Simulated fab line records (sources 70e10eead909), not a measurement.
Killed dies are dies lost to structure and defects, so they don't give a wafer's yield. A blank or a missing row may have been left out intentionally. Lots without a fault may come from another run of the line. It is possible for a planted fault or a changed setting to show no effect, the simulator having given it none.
Chamber matching + flow nand harc + NHARC_A_CHANNEL_FILL_D1_ALD_25 on ald hk-04: 4 sister chambers
The step deposits SiOx, target thk 60 nm, pulse time 10 s, ald cycles 600. 4 wafers are shown with their chamber, then 8 later ones without.

## WAFERS WITH THEIR CHAMBER
| wafer  | chamber | heater power w (W) |
|--------|---------|--------------------|
| L084.5 | 0       | 416                |
| L084.6 | 3       | 496                |
| L086.6 | 2       | 401                |
| L087.2 | 1       | 406                |

## WAFERS WHOSE CHAMBER IS MISSING
| wafer  | heater power w (W) |
|--------|--------------------|
| L087.5 | 509                |
| L087.6 | 389                |
| L089.1 | 422                |
| L089.2 | 421                |
| L089.5 | 399                |
| L091.1 | 490                |
| L091.3 | 426                |
| L091.6 | 498                |

## WHICH CHAMBER EACH WENT THROUGH
| wafer  | from the rows above          | in truth |
|--------|------------------------------|----------|
| L087.5 | 3                            | 3        |
| L087.6 | can't be placed: 2 or 1 or 0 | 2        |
| L089.1 | can't be placed: 0 or 1 or 2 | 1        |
| L089.2 | can't be placed: 0 or 1 or 2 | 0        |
| L089.5 | can't be placed: 2 or 1 or 0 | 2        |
| L091.1 | 3                            | 3        |
| L091.3 | can't be placed: 0 or 1 or 2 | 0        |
| L091.6 | 3                            | 3        |
3 of 8 placed correctly. These rows do not allow placing 5 (true chamber among the candidates in 5). Placed wrongly: 0.
How it was worked out, from the rows above alone: a wafer's distance from a chamber is the root of the sum, over the readings, of the square of ((its reading less the chamber's mean) divided by the reading's scatter). The wafer belongs to the nearest chamber; if the next one is less than 2 further off, it can't be placed. A chamber's mean is the mean of its shown wafers. The scatter: with one shown wafer a chamber, the root of the mean of the squares of how far each hidden wafer lies from its nearest shown one.
